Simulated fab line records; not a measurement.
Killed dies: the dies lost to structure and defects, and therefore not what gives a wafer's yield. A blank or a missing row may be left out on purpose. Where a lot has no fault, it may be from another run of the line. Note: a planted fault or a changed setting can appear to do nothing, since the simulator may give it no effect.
fab line records -- flow n5Finfet -- part 2 of 2: steps 5 to 6 of 6
record: lots: 22, wafers: 66, lastDay: 17
route steps=1938 shown MOL_CONTACT_COAG@606 BEOL_M0_SAQP@664 BEOL_M0@742
lots that met no fault: from a run of the same line without faults
startH: hours from the record's first day to the start of the lot's first wafer shown -- waitH: hours from the lot's prior step to this one -- " the same as in the row above -- L1.1+2: a single row standing in for several wafers -- - no value, or no start given -- * or withheld: withheld -- < > ~ a bound
route shown NAME@n: NAME is a module with steps in the file, n the number in the route of the first one -- usual: mean/standard deviation of fault-free wafers -- same: alike in all rows -- chamber/n: place in a boat -- sites: each site's reading -- _std_site: their standard deviation -- _edge_site: outer sites' mean less inner sites' -- radiusMm: how far each site lies from the wafer's centre -- mask NAME#n: copy n -- behind: tool/chamber where the wafer was last shaped -- hold: why the lot was held/for how many hours/how that ended -- device: the transistor (n, p or np) that didn't switch -- end of line: the route-end tests of the same wafers -- a step without rows: its recipe alone -- killed: at the first sort, the dies lost to defects and structure; wafer yield is something else -- map: per-die view of a wafer (x killed, . not killed, _ where there is no die)
set.NAME: setting as actually run; set.NAME@STEP: the setting as run at that earlier step -- model.NAME: the simulator's own value behind a step, which no gauge read
the route's steps for a sample of lots (tables are steps, rows are wafers)
services: from which hour (startH, from the record's first day; less than 0 if before it) a tool's chamber was out of use, for how many hours, and why
== steps ==
step: N5_BEOL_M0_SAQP_ETCH_49
recipe: chemistry: CF4/O2, targetDepthA: 370, target: SiO2, pressureMtorr: 40, sourceW: 535, biasW: 49, Ar_flow_sccm: 100, cf4FlowSccm: 100, O2_flow_sccm: 10, ionEnergyEv: 100
usual: drypumpMotorCurrentA: 5.7/0.4, oesProductAu: 0.82/0.075, rfVppV: 240/5.1, showerheadPlenumPTorr: 2.23/0.078, throttleValvePct: 15.81/0.17
lot.wafer,tool,chamber,startH,waitH,drypumpMotorCurrentA,oesProductAu,rfHoursCounterH,rfVppV,showerheadPlenumPTorr,throttleValvePct
L075.2,rieDiel-05,2,117.19,0.3,5.3,0.81,87,249,2.22,15.94
L075.3,rieDiel-05,0,117.19,0.3,5.9,0.69,248,246,2.26,16.16
L075.4,rieDiel-05,3,117.19,0.3,6.2,0.73,201,233,2.27,15.93
L074.2,rieDiel-05,1,117.79,0.3,6.1,0.80,89,239,2.16,15.91
L074.3,rieDiel-05,0,117.79,0.3,5.9,0.68,248,244,2.26,16.15
L074.5,rieDiel-05,2,117.79,0.3,5.3,0.81,-,248,2.22,15.94
L076.1,rieDiel-05,2,123.39,0.3,5.3,0.81,89,250,2.22,15.95
L076.2,rieDiel-05,3,123.39,0.3,6.2,0.72,204,232,2.27,15.94
L076.5,rieDiel-05,3,123.39,0.3,6.2,0.73,-,235,2.27,15.92
L077.1,rieDiel-01,2,132.52,0.3,5.1,0.84,82,236,2.15,15.87
L077.2,rieDiel-01,1,132.52,0.3,6.3,0.88,40,235,2.17,15.53
L077.3,rieDiel-01,3,132.52,0.3,6.0,0.79,135,240,2.22,15.77
L078.2,rieDiel-04,3,136.78,0.3,5.7,0.70,236,238,2.09,16.00
L078.3,rieDiel-04,1,136.78,0.3,5.8,0.89,35,242,2.34,15.81
L078.6,rieDiel-04,1,136.78,0.3,5.8,0.88,-,242,2.34,15.79
L079.1,rieDiel-05,2,138.95,0.3,5.3,0.80,95,248,2.22,15.96
L079.4,rieDiel-05,2,138.95,0.3,5.3,0.80,-,250,2.22,15.95
L079.5,rieDiel-05,1,138.95,0.3,6.1,0.80,-,239,2.15,15.94
L080.2,rieDiel-04,2,150.61,0.3,5.6,0.97,2,246,2.35,15.49
L080.3,rieDiel-04,0,150.61,0.3,5.1,0.76,148,234,2.20,15.76
L080.6,rieDiel-04,3,150.61,0.3,5.7,0.68,-,239,2.09,16.02
L081.1,rieDiel-05,2,160.47,0.3,5.3,0.80,103,250,2.22,15.98
L081.3,rieDiel-05,1,160.47,0.3,6.1,0.80,103,240,2.15,15.94
L081.6,rieDiel-05,0,160.47,0.3,5.9,0.98,-,245,2.26,15.70
L082.2,rieDiel-04,3,161.02,0.3,5.7,0.70,245,238,2.09,16.01
L082.3,rieDiel-04,0,161.02,0.3,5.1,0.76,152,234,2.20,15.74
L082.5,rieDiel-04,3,161.02,0.3,5.7,0.69,-,241,2.09,16.01
L083.1,rieDiel-05,0,164.06,0.3,5.9,0.97,4,244,2.26,15.69
L083.2,rieDiel-05,2,164.06,0.3,5.3,0.80,105,250,2.21,15.98
L083.6,rieDiel-05,2,164.06,0.3,5.3,0.79,-,247,2.21,15.98
L084.2,rieDiel-04,0,177.18,0.3,5.1,0.75,157,234,2.20,15.76
L084.3,rieDiel-04,1,177.18,0.3,5.8,0.85,48,242,2.33,15.84
L084.6,rieDiel-04,0,177.18,0.3,5.1,0.76,-,233,2.20,15.78
L085.1,rieDiel-04,1,178.15,0.3,5.9,0.86,49,242,2.34,15.85
L085.2,rieDiel-04,2,178.15,0.3,5.5,0.93,11,247,2.35,15.50
L085.3,rieDiel-04,0,178.15,0.3,5.1,0.75,158,232,2.20,15.79
L086.3,rieDiel-05,3,188.17,0.3,6.2,0.71,225,234,2.27,15.95
L086.5,rieDiel-05,0,188.17,0.3,5.9,0.95,-,245,2.26,15.71
L086.6,rieDiel-05,3,188.17,0.3,6.2,0.71,-,233,2.27,15.95
L087.3,rieDiel-01,3,194.24,0.3,6.0,0.78,153,239,2.21,15.80
L087.4,rieDiel-01,3,194.24,0.3,6.0,0.78,-,240,2.21,15.80
L087.5,rieDiel-01,2,194.24,0.3,5.1,0.80,-,236,2.14,15.95
L088.1,rieDiel-04,2,196.58,0.3,5.6,0.91,18,247,2.35,15.55
L088.4,rieDiel-04,1,196.58,0.3,5.9,0.85,55,242,2.33,15.84
L088.5,rieDiel-04,2,196.58,0.3,5.5,0.92,-,247,2.35,15.53
L089.1,rieDiel-01,3,201.88,0.4,6.0,0.77,156,239,2.21,15.81
L089.2,rieDiel-01,1,201.88,0.4,6.3,0.83,68,236,2.16,15.60
L089.6,rieDiel-01,3,201.88,0.4,6.0,0.78,-,240,2.21,15.81
L090.3,rieDiel-04,1,207.68,0.3,5.8,0.83,59,240,2.33,15.85
L090.4,rieDiel-04,2,207.68,0.3,5.6,0.91,-,247,2.35,15.55
L090.5,rieDiel-04,3,207.68,0.3,5.7,0.94,-,244,2.34,15.58
L091.2,rieDiel-05,3,212.69,0.4,6.1,0.71,233,234,2.26,15.99
L091.3,rieDiel-05,2,212.69,0.4,5.3,0.79,118,249,2.21,16.00
L091.6,rieDiel-05,1,212.69,0.4,6.1,0.79,-,238,2.15,15.98
L092.1,rieDiel-01,1,218.85,0.3,6.4,0.83,75,235,2.16,15.61
L092.2,rieDiel-01,2,218.85,0.3,5.1,0.80,117,236,2.14,15.94
L092.5,rieDiel-01,2,218.85,0.3,5.1,0.79,-,235,2.14,15.94
L093.1,rieDiel-05,0,224.46,0.3,5.9,0.91,23,245,2.25,15.74
L093.2,rieDiel-05,2,224.46,0.3,5.3,0.79,121,249,2.21,16.01
L093.5,rieDiel-05,1,224.46,0.3,6.1,0.78,-,239,2.14,15.98
L094.1,rieDiel-04,3,226.73,0.3,5.7,0.93,12,243,2.34,15.58
L094.2,rieDiel-04,2,226.73,0.3,5.5,0.89,27,245,2.34,15.54
L094.4,rieDiel-04,1,226.73,0.3,5.8,0.83,64,243,2.33,15.86
L095.1,rieDiel-01,1,236.37,0.3,6.4,0.82,83,234,2.15,15.63
L095.3,rieDiel-01,2,236.37,0.3,5.1,0.79,125,236,2.14,15.97
L095.6,rieDiel-01,3,236.37,0.3,6.0,0.76,-,239,2.21,15.82
step: N5_BEOL_M0_ANNEAL_119
recipe: tempC: 225, timeS: 90, ambient: N2
usual: wafer_temp_C_max: 226.12/0.24
lot.wafer,tool,chamber,startH,waitH,wafer_temp_C_max
L074.2,rtpAnneal-01,0,124.23,0.2,226.09
L074.3,rtpAnneal-01,0,124.23,0.2,226.38
L074.5,rtpAnneal-01,0,124.23,0.2,226.34
L075.2,rtpAnneal-02,0,124.27,0.1,225.89
L075.3,rtpAnneal-02,0,124.27,0.1,225.94
L075.4,rtpAnneal-02,0,124.27,0.1,226.09
L076.1,rtpAnneal-01,0,128.90,0.1,225.99
L076.2,rtpAnneal-01,0,128.90,0.1,225.88
L076.5,rtpAnneal-01,0,128.90,0.1,226.60
L077.1,rtpAnneal-02,0,138.62,0.1,226.11
L077.2,rtpAnneal-02,0,138.62,0.1,226.08
L077.3,rtpAnneal-02,0,138.62,0.1,225.81
L078.2,rtpAnneal-01,0,142.20,0.4,226.24
L078.3,rtpAnneal-01,0,142.20,0.4,226.08
L078.6,rtpAnneal-01,0,142.20,0.4,226.11
L079.1,rtpAnneal-02,0,144.11,0.1,225.96
L079.4,rtpAnneal-02,0,144.11,0.1,226.11
L079.5,rtpAnneal-02,0,144.11,0.1,225.88
L080.2,rtpAnneal-01,0,157.27,0.3,226.55
L080.3,rtpAnneal-01,0,157.27,0.3,226.27
L080.6,rtpAnneal-01,0,157.27,0.3,226.56
L082.2,rtpAnneal-02,0,164.85,0.1,226.27
L082.3,rtpAnneal-02,0,164.85,0.1,226.05
L082.5,rtpAnneal-02,0,164.85,0.1,226.11
L081.1,rtpAnneal-02,0,165.52,0.3,226.78
L081.3,rtpAnneal-02,0,165.52,0.3,226.56
L081.6,rtpAnneal-02,0,165.52,0.3,226.34
L083.1,rtpAnneal-01,0,172.81,0.9,225.89
L083.2,rtpAnneal-01,0,172.81,0.9,226.09
L083.6,rtpAnneal-01,0,172.81,0.9,226.30
L084.2,rtpAnneal-01,0,181.33,0.3,226.54
L084.3,rtpAnneal-01,0,181.33,0.3,226.85
L084.6,rtpAnneal-01,0,181.33,0.3,226.57
L085.1,rtpAnneal-02,0,181.72,0.2,226.20
L085.2,rtpAnneal-02,0,181.72,0.2,225.92
L085.3,rtpAnneal-02,0,181.72,0.2,225.83
L086.3,rtpAnneal-02,0,199.19,0.5,225.98
L086.5,rtpAnneal-02,0,199.19,0.5,225.62
L086.6,rtpAnneal-02,0,199.19,0.5,225.82
L087.3,rtpAnneal-02,0,201.18,0.1,225.85
L087.4,rtpAnneal-02,0,201.18,0.1,225.54
L087.5,rtpAnneal-02,0,201.18,0.1,225.78
L088.1,rtpAnneal-01,0,201.69,0.1,225.92
L088.4,rtpAnneal-01,0,201.69,0.1,226.19
L088.5,rtpAnneal-01,0,201.69,0.1,226.14
L089.1,rtpAnneal-02,0,207.60,0.6,226.00
L089.2,rtpAnneal-02,0,207.60,0.6,226.27
L089.6,rtpAnneal-02,0,207.60,0.6,226.16
L090.3,rtpAnneal-02,0,213.67,0.1,226.17
L090.4,rtpAnneal-02,0,213.67,0.1,226.07
L090.5,rtpAnneal-02,0,213.67,0.1,225.89
L091.2,rtpAnneal-01,0,217.44,0.1,226.03
L091.3,rtpAnneal-01,0,217.44,0.1,225.84
L091.6,rtpAnneal-01,0,217.44,0.1,226.24
L092.1,rtpAnneal-02,0,224.38,0.1,226.43
L092.2,rtpAnneal-02,0,224.38,0.1,225.92
L092.5,rtpAnneal-02,0,224.38,0.1,226.20
L093.1,rtpAnneal-01,0,230.43,0.1,226.34
L093.2,rtpAnneal-01,0,230.43,0.1,226.24
L093.5,rtpAnneal-01,0,230.43,0.1,226.20
L094.1,rtpAnneal-01,0,232.36,0.1,226.29
L094.2,rtpAnneal-01,0,232.36,0.1,226.41
L094.4,rtpAnneal-01,0,232.36,0.1,226.03
L095.1,rtpAnneal-01,0,244.50,0.4,226.32
L095.3,rtpAnneal-01,0,244.50,0.4,226.26
L095.6,rtpAnneal-01,0,244.50,0.4,226.38
== services ==
tool,chamber,startH,hours,kind
rieDiel-04,0,80.56,7.8,repair
rieDiel-01,-,98.51,2.8,pm
vaporEtch-01,-,111.01,2.8,pm
rieDiel-01,3,111.79,13.2,repair
rieDiel-06,3,119.33,22.6,repair
rieDiel-04,2,120.94,-,clean
rieDiel-04,2,120.94,-,consumableReplace:focusRing
rieDiel-04,2,120.94,-,consumableReplace:showerhead
rieDiel-04,2,120.94,23.6,scheduledDown
rieDiel-04,2,120.94,23.6,ventCycle
rieDiel-01,0,123.46,131.8,repair
rieDiel-05,1,126.84,5.4,repair
rieDiel-02,1,146.47,3.9,repair
rieDiel-01,3,154.67,14.1,repair
rieDiel-04,3,176.15,-,clean
rieDiel-04,3,176.15,-,consumableReplace:focusRing
rieDiel-02,3,185.18,6.4,repair
rieDiel-04,0,202.29,6.5,repair
vaporEtch-01,0,205.91,2.9,repair
rieDiel-05,2,205.97,1.6,repair
rieDiel-05,-,216.89,0.8,repair
rieDiel-03,3,225.89,3.9,repair
vaporEtch-02,-,229.53,0.1,repair
rieDiel-04,2,233.69,4.1,repair
